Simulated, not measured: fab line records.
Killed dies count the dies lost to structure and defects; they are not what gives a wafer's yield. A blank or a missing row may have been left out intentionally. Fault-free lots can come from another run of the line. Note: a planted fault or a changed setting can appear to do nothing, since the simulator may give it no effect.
The tool behind it: which one? :: flow n5_finfet :: 24 lots, 72 wafers sampled, at 1 step of a route of 1938

== WHAT THE GAUGES SHOWED, per wafer ==
N5_BEOL_M1_OVL_MEAS_29.
lot: L074
measured: day 6 08:05
on: overlay-01
V0_OVL (nm): 0.2 -0.4 0.2

lot: L075
measured: day 6 18:23
on: overlay-01
V0_OVL (nm): 0.2 0.6 0.5

lot: L076
measured: day 6 22:57
on: overlay-02
V0_OVL (nm): 0.6 0.5 0.3

lot: L077
measured: day 7 02:23
on: overlay-02
V0_OVL (nm): 0.5 1.0 0.8

lot: L078
measured: day 7 05:20
on: overlay-02
V0_OVL (nm): -0.4 -1.4 -0.6

lot: L079
measured: day 7 16:38
on: overlay-01
V0_OVL (nm): 0.4 1.0 0.9

lot: L080
measured: day 7 23:57
on: overlay-02
V0_OVL (nm): 0.2 1.7 1.1

lot: L081
measured: day 8 00:20
on: overlay-02
V0_OVL (nm): 0.7 0.3 0.2

lot: L082
measured: day 8 04:04
on: overlay-02
V0_OVL (nm): 0.8 0.4 -0.3

lot: L083
measured: day 8 12:40
on: overlay-02
V0_OVL (nm): 0.3 0.8 -0.3

lot: L084
measured: day 8 18:31
on: overlay-02
V0_OVL (nm): 1.4 1.4 -0.2

lot: L085
measured: day 8 21:41
on: overlay-01
V0_OVL (nm): 0.4 0.0 0.0

lot: L086
measured: day 9 06:13
on: overlay-02
V0_OVL (nm): 2.0 1.3 1.2

lot: L087
measured: day 9 13:28
on: overlay-01
V0_OVL (nm): 0.5 1.1 1.1

lot: L088
measured: day 9 21:14
on: overlay-01
V0_OVL (nm): -0.1 -0.4 -0.1

lot: L090
measured: day 10 03:25
on: overlay-02
V0_OVL (nm): 0.8 1.2 1.0

lot: L089
measured: day 10 03:29
on: overlay-01
V0_OVL (nm): 0.6 -0.4 -0.6

lot: L091
measured: day 10 11:53
on: overlay-01
V0_OVL (nm): -0.1 0.9 0.9

lot: L092
measured: day 10 16:16
on: overlay-02
V0_OVL (nm): -0.6 1.1 0.2

lot: L093
measured: day 10 20:09
on: overlay-01
V0_OVL (nm): 0.4 -0.7 0.6

lot: L094
measured: day 11 04:17
on: overlay-01
V0_OVL (nm): 0.4 -0.2 0.2

lot: L095
measured: day 11 10:18
on: overlay-02
V0_OVL (nm): -0.8 -0.5 0.1

lot: L096
measured: day 11 16:32
on: overlay-01
V0_OVL (nm): 0.1 0.1 0.2

lot: L097
measured: day 11 20:08
on: overlay-01
V0_OVL (nm): -0.4 -0.1 0.5

== EACH LOT AND THE TOOL THAT RAN IT (in order: tool; ch and the chambers of the sampled wafers; start) ==
There is no process step in the record ahead of these readings.

== WHAT THE TOOLS THEMSELVES READ (means of the sampled wafers that have a number; where no wafer has one, the mark that the record gives instead) ==
The record holds no such reading with a usual standard deviation.

== THE ANSWER, worked out from the rows above alone ==
Rule: usual is defined by the lots themselves. The widest of any qualifying gaps counts: lots, ordered by their means at a reading, are off when they make up no more than a third of the lots, leave a main group of 4 or more, and stand apart from it by 3 or more times the standard deviation of that group's means. A main group is skipped when, at the precision printed for the reading in the tables above, its means are all equal. A lot without any number at a reading at which 4 lots or more have one is off too. The other lots that the step has rows for count as sound. First the gauges in route order, then the tools' own readings, where a lot's mean is used as printed above. At the first step where some lot is off, the reading lying furthest off is the one used; lots without a number count as furthest.
No lot is off on any of the readings shown, so nothing can be concluded from this.

== WHAT THE SIMULATOR HAD PUT IN ==
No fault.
